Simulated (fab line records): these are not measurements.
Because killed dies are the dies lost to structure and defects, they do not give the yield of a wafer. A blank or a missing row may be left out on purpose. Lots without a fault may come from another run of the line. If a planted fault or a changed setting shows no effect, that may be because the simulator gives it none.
Split-lot trial | flow n5_finfet | on a route of 1938 steps: 7 lots, 21 wafers read

== ON THE SPLIT ==
At N5_BEOL_M4_COAT_62 (time 60 s, resist thk 12 nm), the setting spin_rpm was moved away from the recipe's 1500 rpm on 6 of the 21 wafers read, by -10.5% to +6.1%. This setting was run at the recipe's value on the other wafers.

The reading is taken at the split's own step.

== THE READING ==
SiARC_of_BEOL_M4_COAT_62.thk_nm (the simulator's own value, which no gauge read), in nm, at N5_BEOL_M4_COAT_62 (time 60 s, resist thk 12 nm). The file gives no usual value for it.

wafer  | tool, chamber at the split | spin_rpm as run, rpm | against the recipe | SiARC_of_BEOL_M4_COAT_62.thk_nm, nm | against lot-mates on the recipe
L076.3 | litho_track-03, 0          | 1500                 | recipe             | 12                                  | -
L076.5 | litho_track-03, 0          | 1500                 | recipe             | 12                                  | -
L076.6 | litho_track-03, 0          | 1557                 | +3.8%              | 11.8                                | -0.2
L077.1 | litho_track-05, 0          | 1591                 | +6.1%              | 11.6                                | -0.4
L077.3 | litho_track-05, 0          | 1500                 | recipe             | 12                                  | -
L077.4 | litho_track-05, 0          | 1500                 | recipe             | 12                                  | -
L080.3 | litho_track-05, 0          | 1500                 | recipe             | 12                                  | -
L080.4 | litho_track-05, 0          | 1500                 | recipe             | 12                                  | -
L080.6 | litho_track-05, 0          | 1500                 | recipe             | 12                                  | -
L079.2 | litho_track-05, 0          | 1561                 | +4.1%              | 11.6                                | -0.4
L079.4 | litho_track-05, 0          | 1500                 | recipe             | 12                                  | -
L079.6 | litho_track-05, 0          | 1500                 | recipe             | 12                                  | -
L083.3 | litho_track-03, 0          | 1500                 | recipe             | 12                                  | -
L083.4 | litho_track-03, 0          | 1500                 | recipe             | 12                                  | -
L083.5 | litho_track-03, 0          | 1500                 | recipe             | 12                                  | -
L092.1 | litho_track-03, 0          | 1342                 | -10.5%             | 12.8                                | +0.8
L092.4 | litho_track-03, 0          | 1500                 | recipe             | 12                                  | -
L092.5 | litho_track-03, 0          | 1342                 | -10.5%             | 12.6                                | +0.6
L097.4 | litho_track-02, 0          | 1500                 | recipe             | 12                                  | -
L097.6 | litho_track-02, 0          | 1500                 | recipe             | 12                                  | -
L097.5 | litho_track-02, 0          | 1413                 | -5.8%              | 12.4                                | +0.4

FIT RESULTS
A straight line over all 21 wafers: SiARC_of_BEOL_M4_COAT_62.thk_nm changes by -0.0678 nm for each +1% of spin_rpm; r = -0.99; the points scatter about the line by 0.045 nm.
The same after taking each lot's own level away (the mean of its wafers on the recipe; 21 wafers): -0.0678 nm for each +1%; r = -0.99; scatter 0.045 nm.
On that fit, the largest move of spin_rpm shifts the reading by 0.71 nm.
The lots' own levels span 12.00 to 12.00 nm.
Hence the lot-to-lot level has little effect on the slope; both slopes agree.
Check: with one of the wafers moved furthest among these (-10.5%) left out of the fit, the line predicts +0.661 nm for it against its lot-mates. Against them it came out at +0.8 nm.

== FURTHER SPLITS ON THESE WAFERS ==
Note: prior to the reading, these wafers also went through further splits. Each is held against what the fit with the lots' levels taken away leaves over:
other split on the same wafers          | wafers away from the commonest value | r with SiARC_of_BEOL_M4_COAT_62.thk_nm (lot level and that fit taken away)
N5_MOL_CONTACT_COAG_COAT_02 spin_rpm    | 5                                    | +0.61
N5_MOL_CONTACT_COAG_ETCHBACK_135 time_s | 9                                    | -0.33
N5_MOL_CONTACT_COAG_VIA_ETCH_46 bias_w  | 11                                   | +0.21
N5_BEOL_M0_SAQP_COAT_34 spin_rpm        | 2                                    | +0.02
N5_BEOL_M0_SAQP_CUT_ETCH_46 time_s      | 6                                    | +0.13
N5_BEOL_M1_PECVD_72 time_s              | 5                                    | +0.14
N5_BEOL_M2_DESCUM_16 time_s             | 5                                    | -0.10
N5_BEOL_M2_ETCH_64 time_s               | 5                                    | -0.02
N5_BEOL_M2_ALD_98 ald_cycles            | 7                                    | +0.15
N5_BEOL_M3_EXPOSE_25 dose_mj            | 6                                    | +0.11

== THE FILE'S OWN FIT ==
SiARC_of_BEOL_M4_COAT_62.thk_nm changes by -0.0683 nm for each +1% of spin_rpm, r = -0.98.
